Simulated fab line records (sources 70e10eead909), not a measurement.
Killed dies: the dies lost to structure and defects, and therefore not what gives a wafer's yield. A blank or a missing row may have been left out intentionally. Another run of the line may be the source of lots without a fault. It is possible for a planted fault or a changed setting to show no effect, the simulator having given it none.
Check of tool commonality | flow nandHarc | Sample size 13 lots and 39 wafers

WHAT PROMPTED THE OPENING
Flagged at NHARC_A_ONON_D2_THK_MEAS_30: reading thkNm, on 2 of 13 lots. No-fault wafers: 997 nm, standard deviation 10.
Rule: a lot gets a flag if all its wafers with a number sit over 4 standard deviations from that mean, or if no wafer of it has a number. The other lots count as sound.

lot  | measured     | on           | thkNm (nm), wafer by wafer | flag
L648 | day 13 12:37 | filmMetro-01 | 988 989 987                | 
L651 | day 15 04:28 | filmMetro-01 | 1586 1586 1588             | FLAGGED
L654 | day 16 07:01 | filmMetro-01 | 1589 1588 1589             | FLAGGED
L658 | day 18 03:28 | filmMetro-01 | 1022 1022 1022             | 
L660 | day 18 23:04 | filmMetro-02 | 987 987 987                | 
L661 | day 18 23:04 | filmMetro-01 | 995 995 997                | 
L662 | day 19 20:56 | filmMetro-02 | 1002 1002 1004             | 
L663 | day 19 21:04 | filmMetro-02 | 991 991 990                | 
L664 | day 20 06:28 | filmMetro-02 | 1001 999 1000              | 
L665 | day 20 17:46 | filmMetro-02 | 995 994 996                | 
L666 | day 21 09:25 | filmMetro-01 | 1004 1002 1004             | 
L668 | day 22 09:07 | filmMetro-02 | 1012 1010 1013             | 
L669 | day 22 09:09 | filmMetro-02 | 1014 1013 1013             | 
Average over the flagged lots: 1588 nm; offset from the usual +591 nm, equal to +59 standard deviations.

EACH LOT AND THE TOOL IT RAN ON
The record holds 1 process step before the reading, out of a route of 1302 steps. Every cell lists first the tool, next ch and the chambers used by the sampled wafers, and last the start.
lot  | flag    | NHARC_A_ONON_D2_DEP_28
L648 |         | pecvdOnon-02 ch 0, day 13 12:17
L651 | FLAGGED | pecvdOnon-03 ch 0, day 15 03:57
L654 | FLAGGED | pecvdOnon-03 ch 0, day 16 06:29
L658 |         | pecvdOnon-01 ch 0, day 18 02:56
L660 |         | pecvdOnon-03 ch 0, day 18 22:33
L661 |         | pecvdOnon-02 ch 0, day 18 22:36
L662 |         | pecvdOnon-03 ch 0, day 19 20:29
L663 |         | pecvdOnon-02 ch 0, day 19 20:34
L664 |         | pecvdOnon-02 ch 0, day 20 05:57
L665 |         | pecvdOnon-01 ch 0, day 20 17:18
L666 |         | pecvdOnon-03 ch 0, day 21 08:58
L668 |         | pecvdOnon-02 ch 0, day 22 08:40
L669 |         | pecvdOnon-01 ch 0, day 22 08:42
What is done by these steps:
- NHARC_A_ONON_D2_DEP_28: target thk 1000 nm.
- NHARC_A_ONON_D2_THK_MEAS_30: measures by ellipsometry.

FLAGGED OVER TOTAL, TOOL BY TOOL (the gauges that took the reading come last)
step                        | tool         | lots run | flagged | share of the flagged lots | sound lots run after its first flagged lot
NHARC_A_ONON_D2_DEP_28      | pecvdOnon-01 | 3        | 0       | none                      | -
NHARC_A_ONON_D2_DEP_28      | pecvdOnon-02 | 5        | 0       | none                      | -
NHARC_A_ONON_D2_DEP_28      | pecvdOnon-03 | 5        | 2       | all                       | 3 (L660,L662,L666)
NHARC_A_ONON_D2_THK_MEAS_30 | filmMetro-01 | 6        | 2       | all                       | 3 (L658,L661,L666)
NHARC_A_ONON_D2_THK_MEAS_30 | filmMetro-02 | 7        | 0       | none                      | -

THE TABLE: WHAT IT ALLOWS
Rows of the table that ran all the flagged lots, 2 in number: pecvdOnon-03 at NHARC_A_ONON_D2_DEP_28; filmMetro-01 at NHARC_A_ONON_D2_THK_MEAS_30.
- pecvdOnon-03 at NHARC_A_ONON_D2_DEP_28 ran 5 lots, 2 of them flagged. Lots that were sound ran on it after the first flagged one (L660, L662, L666); a persistent fault on the entire tool would not allow that.
- filmMetro-01 at NHARC_A_ONON_D2_THK_MEAS_30 ran 6 lots, 2 of them flagged. Lots that were sound ran on it after the first flagged one (L658, L661, L666); a persistent fault on the entire tool would not allow that.
Every row of the table either missed a flagged lot or ran a sound lot after the first.

WHAT THE SIMULATOR HAD PUT IN
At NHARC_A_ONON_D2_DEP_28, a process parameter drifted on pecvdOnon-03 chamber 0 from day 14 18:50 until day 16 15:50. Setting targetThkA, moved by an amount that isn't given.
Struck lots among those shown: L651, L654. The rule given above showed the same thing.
